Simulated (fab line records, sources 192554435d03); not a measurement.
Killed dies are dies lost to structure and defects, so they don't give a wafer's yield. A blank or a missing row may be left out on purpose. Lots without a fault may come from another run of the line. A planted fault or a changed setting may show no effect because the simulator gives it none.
Which tool did it? | flow n5_finfet | 24 lots, 72 wafers sampled, at 6 steps of a route of 1938

WHAT THE GAUGES READ, wafer by wafer
N5_MOL_CONTACT_COAG_THK_MEAS_29.
lot  | measured     | on            | MD_CAP_THK (nm)
L074 | day 5 03:55  | film_metro-01 | 17.91 17.91 17.86
L075 | day 5 13:04  | film_metro-01 | 18.09 17.92 17.81
L076 | day 5 19:20  | film_metro-01 | 17.88 17.94 17.84
L077 | day 5 23:00  | film_metro-02 | 17.83 17.95 17.98
L078 | day 6 09:49  | film_metro-01 | 17.97 17.82 18.01
L079 | day 6 12:05  | film_metro-02 | 17.86 17.70 17.69
L080 | day 6 15:08  | film_metro-02 | 17.78 17.90 17.72
L081 | day 7 05:39  | film_metro-01 | 17.81 17.77 17.87
L082 | day 7 07:14  | film_metro-02 | 18.20 17.92 18.20
L083 | day 7 08:46  | film_metro-01 | 17.91 17.98 17.94
L084 | day 7 11:26  | film_metro-01 | 17.82 17.69 17.75
L085 | day 8 00:23  | film_metro-02 | 17.94 17.91 17.97
L086 | day 8 11:01  | film_metro-02 | 18.03 18.10 18.22
L087 | day 8 14:58  | film_metro-02 | 17.81 17.83 18.01
L088 | day 8 21:14  | film_metro-01 | 17.95 17.94 17.93
L089 | day 8 23:25  | film_metro-01 | 17.78 17.89 17.90
L090 | day 9 07:56  | film_metro-02 | 17.69 17.75 17.82
L091 | day 9 07:38  | film_metro-02 | 17.94 17.89 18.05
L092 | day 9 14:34  | film_metro-02 | 17.83 17.91 17.86
L093 | day 9 23:07  | film_metro-02 | 18.00 17.82 17.88
L094 | day 10 08:17 | film_metro-02 | 17.88 17.96 17.87
L095 | day 10 08:33 | film_metro-02 | 17.77 17.99 17.93
L097 | day 10 20:19 | film_metro-01 | 17.98 17.91 17.97
L096 | day 10 20:21 | film_metro-02 | 17.83 17.93 18.02

WHICH TOOL RAN EACH LOT (tool, then ch and the chambers of the sampled wafers, then the start)
lot  | N5_GATE_CUT_STRIP_21                 | N5_GATE_CUT_CMP_43            | N5_MOL_CONTACT_COAG_DESCUM_13      | N5_MOL_CONTACT_COAG_ETCH_59        | N5_MOL_CONTACT_COAG_ETCH_106
L074 | plasma_asher-01 ch 0,1, day 4 10:52  | cmp-03 ch 1,2, day 4 12:55    | rie_diel-01 ch 1,2, day 4 14:13    | rie_diel-01 ch 1,2, day 4 14:15    | rie_diel-01 ch 1,2, day 4 14:18
L075 | plasma_asher-01 ch 0,1, day 4 20:35  | cmp-03 ch 0,1,3, day 5 02:14  | rie_diel-03 ch 0,3, day 5 03:22    | rie_diel-03 ch 0,3, day 5 03:24    | rie_diel-03 ch 0,3, day 5 03:27
L076 | plasma_asher-01 ch 0,1, day 5 05:37  | cmp-02 ch 2,3, day 5 09:17    | rie_diel-03 ch 0,3, day 5 11:21    | rie_diel-03 ch 0,3, day 5 11:23    | rie_diel-03 ch 0,3, day 5 11:26
L077 | plasma_asher-02 ch 1, day 5 12:43    | cmp-02 ch 0,1, day 5 14:41    | rie_diel-01 ch 2,3, day 5 15:49    | rie_diel-01 ch 2,3, day 5 15:52    | rie_diel-01 ch 2,3, day 5 15:54
L078 | plasma_asher-01 ch 1, day 5 21:11    | cmp-01 ch 0,1,3, day 5 23:10  | rie_diel-05 ch 0,1,2, day 6 00:25  | rie_diel-05 ch 0,1,2, day 6 00:27  | rie_diel-05 ch 0,1,2, day 6 00:30
L079 | plasma_asher-01 ch 0,1, day 5 22:53  | cmp-01 ch 0,1,3, day 6 00:50  | rie_diel-01 ch 0,2, day 6 01:58    | rie_diel-01 ch 0,2, day 6 01:59    | rie_diel-01 ch 0,2, day 6 02:02
L080 | plasma_asher-02 ch 0,1, day 6 03:16  | cmp-03 ch 0,1,3, day 6 05:31  | rie_diel-01 ch 1,2,3, day 6 06:37  | rie_diel-01 ch 1,2,3, day 6 06:39  | rie_diel-01 ch 1,2,3, day 6 06:42
L081 | plasma_asher-01 ch 0,1, day 6 18:40  | cmp-02 ch 0,2,3, day 6 20:38  | rie_diel-05 ch 0,2, day 6 21:53    | rie_diel-05 ch 0,2, day 6 21:55    | rie_diel-05 ch 0,2, day 6 21:58
L082 | plasma_asher-01 ch 0, day 6 19:15    | cmp-02 ch 1,3, day 6 21:29    | rie_diel-01 ch 0,1, day 6 22:55    | rie_diel-01 ch 0,1, day 6 22:57    | rie_diel-01 ch 0,1, day 6 23:00
L083 | plasma_asher-02 ch 0, day 6 22:21    | cmp-02 ch 0,2,3, day 7 00:28  | rie_diel-03 ch 0,1, day 7 01:50    | rie_diel-03 ch 0,1, day 7 01:53    | rie_diel-03 ch 0,1, day 7 01:55
L084 | plasma_asher-02 ch 0,1, day 7 01:02  | cmp-02 ch 0,1,2, day 7 03:01  | rie_diel-03 ch 0,1, day 7 04:30    | rie_diel-03 ch 0,1, day 7 04:32    | rie_diel-03 ch 0,1, day 7 04:35
L085 | plasma_asher-02 ch 0,1, day 7 14:14  | cmp-03 ch 0,1,2, day 7 16:21  | rie_diel-03 ch 0,1, day 7 17:37    | rie_diel-03 ch 0,1, day 7 17:39    | rie_diel-03 ch 0,1, day 7 17:42
L086 | plasma_asher-02 ch 0,1, day 7 22:14  | cmp-01 ch 0,1,2, day 8 01:53  | rie_diel-05 ch 2,3, day 8 03:04    | rie_diel-05 ch 2,3, day 8 03:05    | rie_diel-05 ch 2,3, day 8 03:08
L087 | plasma_asher-02 ch 0,1, day 8 02:26  | cmp-02 ch 1,3, day 8 04:29    | rie_diel-05 ch 1,2,3, day 8 05:40  | rie_diel-05 ch 1,2,3, day 8 05:42  | rie_diel-05 ch 1,2,3, day 8 05:44
L088 | plasma_asher-02 ch 0,1, day 8 08:00  | cmp-01 ch 2,3, day 8 10:03    | rie_diel-03 ch 1,3, day 8 11:08    | rie_diel-03 ch 1,3, day 8 11:11    | rie_diel-03 ch 1,3, day 8 11:14
L089 | plasma_asher-01 ch 1, day 8 10:40    | cmp-01 ch 0,1,3, day 8 12:44  | rie_diel-01 ch 1,2, day 8 14:22    | rie_diel-01 ch 1,2, day 8 14:23    | rie_diel-01 ch 1,2, day 8 14:26
L090 | plasma_asher-01 ch 0,1, day 8 16:28  | cmp-02 ch 1,2,3, day 8 19:17  | rie_diel-01 ch 0,1, day 8 21:56    | rie_diel-01 ch 0,1, day 8 21:58    | rie_diel-01 ch 0,1, day 8 22:01
L091 | plasma_asher-01 ch 0, day 8 18:32    | cmp-02 ch 2,3, day 8 20:36    | rie_diel-03 ch 0,1,3, day 8 22:40  | rie_diel-03 ch 0,1,3, day 8 22:42  | rie_diel-03 ch 0,1,3, day 8 22:45
L092 | plasma_asher-01 ch 0,1, day 9 02:55  | cmp-03 ch 0,3, day 9 04:53    | rie_diel-03 ch 0,1, day 9 06:09    | rie_diel-03 ch 0,1, day 9 06:11    | rie_diel-03 ch 0,1, day 9 06:14
L093 | plasma_asher-01 ch 0,1, day 9 09:02  | cmp-02 ch 0,3, day 9 10:59    | rie_diel-01 ch 0,2, day 9 12:14    | rie_diel-01 ch 0,2, day 9 12:16    | rie_diel-01 ch 0,2, day 9 12:19
L094 | plasma_asher-01 ch 0,1, day 9 17:43  | cmp-01 ch 2,3, day 9 19:46    | rie_diel-01 ch 0,3, day 9 21:37    | rie_diel-01 ch 0,3, day 9 21:40    | rie_diel-01 ch 0,3, day 9 21:42
L095 | plasma_asher-02 ch 0,1, day 9 19:35  | cmp-01 ch 2,3, day 9 21:43    | rie_diel-05 ch 0,1,2, day 9 22:47  | rie_diel-05 ch 0,1,2, day 9 22:49  | rie_diel-05 ch 0,1,2, day 9 22:52
L097 | plasma_asher-01 ch 0,1, day 10 09:41 | cmp-01 ch 0,2,3, day 10 11:43 | rie_diel-01 ch 1,2, day 10 12:47   | rie_diel-01 ch 1,2, day 10 12:49   | rie_diel-01 ch 1,2, day 10 12:52
L096 | plasma_asher-02 ch 0,1, day 10 10:10 | cmp-02 ch 0,1,2, day 10 12:11 | rie_diel-03 ch 0,2,3, day 10 13:19 | rie_diel-03 ch 0,2,3, day 10 13:22 | rie_diel-03 ch 0,2,3, day 10 13:25
- N5_GATE_CUT_STRIP_21: strips in N2/H2, time 30 s.
- N5_GATE_CUT_CMP_43: polishes SiO2.
- N5_MOL_CONTACT_COAG_DESCUM_13: chemistry O2, time 7 s.
- N5_MOL_CONTACT_COAG_ETCH_59: etches underlayer in N2/H2, target depth 13 nm, time 10.4 s.
- N5_MOL_CONTACT_COAG_ETCH_106: etches SOC in N2/H2, target depth 80 nm, overetch 16 nm, time 120 s.

WHAT THE TOOLS THEMSELVES READ (means of the sampled wafers that have a number; where no wafer has one, the mark that the record gives instead)
N5_GATE_CUT_STRIP_21.
lot  | tool            | drypump_motor_current_A (A) | heater_power_w (W)
L074 | plasma_asher-01 | 5.4                         | 332
L075 | plasma_asher-01 | 5.7                         | 309
L076 | plasma_asher-01 | 5.4                         | 331
L077 | plasma_asher-02 | 5.6                         | 335
L078 | plasma_asher-01 | 4.9                         | 355
L079 | plasma_asher-01 | 5.4                         | 332
L080 | plasma_asher-02 | 5.6                         | 336
L081 | plasma_asher-01 | 5.8                         | 310
L082 | plasma_asher-01 | 6.2                         | 287
L083 | plasma_asher-02 | 5.5                         | 331
L084 | plasma_asher-02 | 5.5                         | 339
L085 | plasma_asher-02 | 5.6                         | 336
L086 | plasma_asher-02 | 5.6                         | 330
L087 | plasma_asher-02 | 5.5                         | 330
L088 | plasma_asher-02 | 5.5                         | 331
L089 | plasma_asher-01 | 5.0                         | 357
L090 | plasma_asher-01 | 5.4                         | 334
L091 | plasma_asher-01 | 6.1                         | 285
L092 | plasma_asher-01 | 5.8                         | 314
L093 | plasma_asher-01 | 5.4                         | 331
L094 | plasma_asher-01 | 5.8                         | 308
L095 | plasma_asher-02 | 5.6                         | 337
L097 | plasma_asher-01 | 5.3                         | 335
L096 | plasma_asher-02 | 5.5                         | 337

N5_GATE_CUT_CMP_43.
lot  | tool   | motor_current_A (A) | slurry_filter_dp_kPa (kPa)
L074 | cmp-03 | 11.9                | 13.58
L075 | cmp-03 | 12.6                | 13.52
L076 | cmp-02 | 11.4                | 13.44
L077 | cmp-02 | 11.3                | 13.45
L078 | cmp-01 | 12.4                | 13.51
L079 | cmp-01 | 12.2                | 13.47
L080 | cmp-03 | 12.5                | 13.41
L081 | cmp-02 | 11.9                | 13.48
L082 | cmp-02 | 11.3                | 13.47
L083 | cmp-02 | 11.7                | 13.49
L084 | cmp-02 | 12.0                | 13.49
L085 | cmp-03 | 12.5                | 13.43
L086 | cmp-01 | 12.5                | 13.52
L087 | cmp-02 | 11.4                | 13.44
L088 | cmp-01 | 12.2                | 13.61
L089 | cmp-01 | 12.4                | 13.49
L090 | cmp-02 | 11.7                | 13.54
L091 | cmp-02 | 11.5                | 13.46
L092 | cmp-03 | 12.4                | 13.65
L093 | cmp-02 | 11.1                | 13.54
L094 | cmp-01 | 12.0                | 13.49
L095 | cmp-01 | 11.5                | 13.51
L097 | cmp-01 | 11.5                | 13.42
L096 | cmp-02 | 11.6                | 13.49

N5_MOL_CONTACT_COAG_DESCUM_13.
lot  | tool        | drypump_motor_current_A (A) | oes_product_au (a.u.) | rf_vpp_V (V) | showerhead_plenum_p_Torr (Torr) | throttle_valve_pct (%)
L074 | rie_diel-01 | 6.0                         | 0.79                  | 244.3        | 2.20                            | 20.41
L075 | rie_diel-03 | 5.6                         | 0.78                  | 244.6        | 2.16                            | 20.61
L076 | rie_diel-03 | 5.6                         | 0.78                  | 243.3        | 2.16                            | 20.61
L077 | rie_diel-01 | 5.8                         | 0.68                  | 243.2        | 2.08                            | 20.52
L078 | rie_diel-05 | 5.8                         | 0.88                  | 242.6        | 2.09                            | 20.35
L079 | rie_diel-01 | 6.2                         | 0.77                  | 243.5        | 2.10                            | 20.39
L080 | rie_diel-01 | 5.7                         | 0.73                  | 243.3        | 2.11                            | 20.50
L081 | rie_diel-05 | 5.8                         | 0.81                  | 242.5        | 2.05                            | 20.35
L082 | rie_diel-01 | 6.1                         | 0.80                  | 244.8        | 2.14                            | 20.40
L083 | rie_diel-03 | 5.4                         | 0.71                  | 242.6        | 2.04                            | 20.64
L084 | rie_diel-03 | 5.5                         | 0.72                  | 243.4        | 2.11                            | 20.73
L085 | rie_diel-03 | 5.5                         | 0.71                  | 242.6        | 2.10                            | 20.74
L086 | rie_diel-05 | 5.6                         | 0.93                  | 243.3        | 2.04                            | 20.60
L087 | rie_diel-05 | 5.7                         | 0.92                  | 243.5        | 2.07                            | 20.47
L088 | rie_diel-03 | 5.5                         | 0.75                  | 242.5        | 2.02                            | 20.50
L089 | rie_diel-01 | 6.1                         | 0.90                  | 243.6        | 2.15                            | 20.33
L090 | rie_diel-01 | 6.0                         | 0.78                  | 244.9        | 2.17                            | 20.43
L091 | rie_diel-03 | 5.5                         | 0.75                  | 243.0        | 2.08                            | 20.58
L092 | rie_diel-03 | 5.4                         | 0.71                  | 241.7        | 2.03                            | 20.67
L093 | rie_diel-01 | 6.2                         | 0.82                  | 244.6        | 2.09                            | 20.37
L094 | rie_diel-01 | 5.8                         | 0.82                  | 244.5        | 2.13                            | 20.33
L095 | rie_diel-05 | 5.8                         | 0.85                  | 243.4        | 2.08                            | 20.38
L097 | rie_diel-01 | 6.0                         | 0.82                  | 243.7        | 2.18                            | 20.41
L096 | rie_diel-03 | 5.6                         | 0.74                  | 244.1        | 2.08                            | 20.53

N5_MOL_CONTACT_COAG_ETCH_59.
lot  | tool        | drypump_motor_current_A (A) | etch_rf_on_time_s (s) | oes_product_au (a.u.) | rf_vpp_V (V) | showerhead_plenum_p_Torr (Torr) | throttle_valve_pct (%)
L074 | rie_diel-01 | 6.0                         | 10.7                  | 0.67                  | 526.9        | 2.65                            | 17.72
L075 | rie_diel-03 | 5.5                         | 9.8                   | 0.68                  | 526.2        | 2.62                            | 18.00
L076 | rie_diel-03 | 5.6                         | 9.9                   | 0.67                  | 526.4        | 2.62                            | 18.00
L077 | rie_diel-01 | 5.9                         | 10.7                  | 0.58                  | 523.6        | 2.53                            | 18.01
L078 | rie_diel-05 | 5.8                         | 10.2                  | 0.76                  | 522.5        | 2.54                            | 17.80
L079 | rie_diel-01 | 6.2                         | 10.2                  | 0.68                  | 524.7        | 2.56                            | 17.86
L080 | rie_diel-01 | 5.7                         | 10.6                  | 0.61                  | 524.2        | 2.55                            | 17.88
L081 | rie_diel-05 | 5.8                         | 10.1                  | 0.71                  | 522.8        | 2.52                            | 17.99
L082 | rie_diel-01 | 6.1                         | 10.0                  | 0.70                  | 525.1        | 2.58                            | 17.73
L083 | rie_diel-03 | 5.4                         | 10.0                  | 0.62                  | 522.0        | 2.46                            | 17.97
L084 | rie_diel-03 | 5.5                         | 9.9                   | 0.62                  | 524.2        | 2.54                            | 18.08
L085 | rie_diel-03 | 5.5                         | 9.9                   | 0.61                  | 524.4        | 2.54                            | 18.11
L086 | rie_diel-05 | 5.7                         | 9.8                   | 0.82                  | 521.9        | 2.50                            | 18.21
L087 | rie_diel-05 | 5.7                         | 10.0                  | 0.79                  | 524.2        | 2.52                            | 17.88
L088 | rie_diel-03 | 5.5                         | 9.9                   | 0.65                  | 521.2        | 2.45                            | 17.81
L089 | rie_diel-01 | 6.1                         | 10.3                  | 0.76                  | 526.6        | 2.61                            | 17.69
L090 | rie_diel-01 | 6.0                         | 10.5                  | 0.67                  | 526.4        | 2.61                            | 17.72
L091 | rie_diel-03 | 5.5                         | 10.0                  | 0.65                  | 522.8        | 2.52                            | 17.94
L092 | rie_diel-03 | 5.4                         | 10.1                  | 0.60                  | 522.8        | 2.45                            | 18.02
L093 | rie_diel-01 | 6.2                         | 10.0                  | 0.71                  | 524.5        | 2.55                            | 17.81
L094 | rie_diel-01 | 5.8                         | 10.1                  | 0.72                  | 526.0        | 2.59                            | 17.76
L095 | rie_diel-05 | 5.8                         | 10.2                  | 0.72                  | 523.3        | 2.53                            | 17.85
L097 | rie_diel-01 | 6.0                         | 10.6                  | 0.69                  | 526.6        | 2.63                            | 17.69
L096 | rie_diel-03 | 5.6                         | 10.0                  | 0.64                  | 524.3        | 2.54                            | 18.00

N5_MOL_CONTACT_COAG_ETCH_106.
lot  | tool        | drypump_motor_current_A (A) | oes_product_au (a.u.) | rf_vpp_V (V) | showerhead_plenum_p_Torr (Torr) | throttle_valve_pct (%)
L074 | rie_diel-01 | 6.0                         | 0.71                  | 526.8        | 2.65                            | 17.70
L075 | rie_diel-03 | 5.5                         | 0.69                  | 527.7        | 2.62                            | 17.95
L076 | rie_diel-03 | 5.6                         | 0.69                  | 526.3        | 2.62                            | 17.97
L077 | rie_diel-01 | 5.8                         | 0.62                  | 523.9        | 2.53                            | 17.99
L078 | rie_diel-05 | 5.8                         | 0.78                  | 523.7        | 2.54                            | 17.79
L079 | rie_diel-01 | 6.2                         | 0.70                  | 524.6        | 2.56                            | 17.84
L080 | rie_diel-01 | 5.8                         | 0.65                  | 524.6        | 2.55                            | 17.85
L081 | rie_diel-05 | 5.8                         | 0.72                  | 523.2        | 2.52                            | 17.96
L082 | rie_diel-01 | 6.1                         | 0.72                  | 525.1        | 2.58                            | 17.70
L083 | rie_diel-03 | 5.4                         | 0.64                  | 522.8        | 2.46                            | 17.94
L084 | rie_diel-03 | 5.5                         | 0.64                  | 524.3        | 2.54                            | 18.06
L085 | rie_diel-03 | 5.5                         | 0.63                  | 523.7        | 2.54                            | 18.07
L086 | rie_diel-05 | 5.6                         | 0.82                  | 522.9        | 2.50                            | 18.19
L087 | rie_diel-05 | 5.6                         | 0.81                  | 522.9        | 2.52                            | 17.86
L088 | rie_diel-03 | 5.5                         | 0.67                  | 521.5        | 2.45                            | 17.79
L089 | rie_diel-01 | 6.1                         | 0.80                  | 526.2        | 2.61                            | 17.67
L090 | rie_diel-01 | 6.0                         | 0.70                  | 526.3        | 2.62                            | 17.69
L091 | rie_diel-03 | 5.5                         | 0.66                  | 523.5        | 2.52                            | 17.92
L092 | rie_diel-03 | 5.5                         | 0.62                  | 522.0        | 2.45                            | 17.98
L093 | rie_diel-01 | 6.2                         | 0.74                  | 524.7        | 2.55                            | 17.78
L094 | rie_diel-01 | 5.9                         | 0.74                  | 525.5        | 2.59                            | 17.73
L095 | rie_diel-05 | 5.8                         | 0.75                  | 523.6        | 2.53                            | 17.82
L097 | rie_diel-01 | 6.0                         | 0.73                  | 526.3        | 2.63                            | 17.67
L096 | rie_diel-03 | 5.6                         | 0.66                  | 524.2        | 2.54                            | 17.95

THE ANSWER, worked out from the rows above alone
Rule: what is usual is taken from the lots themselves. Put in order of their means at a reading, lots are off if they are a third of the lots or fewer, leave a main group of 4 or more, and stand apart from it by a gap of 3 or more times the standard deviation of the main group's means; of several such gaps the widest counts. A main group whose means are all the same, to the digits that the tables above print for the reading, isn't used. A lot without any number at a reading at which 4 lots or more have one is off too. The other lots that the step has rows for count as sound. The gauges are gone through in route order, then the tools' own readings, and for those a lot's mean is taken as printed above. The first step at which some lot is off is used, and at that step the reading that is off furthest; a lot without a number counts as furthest.
No lot is off at any reading shown: from this, nothing can be told.

WHAT THE SIMULATOR HAD PUT IN
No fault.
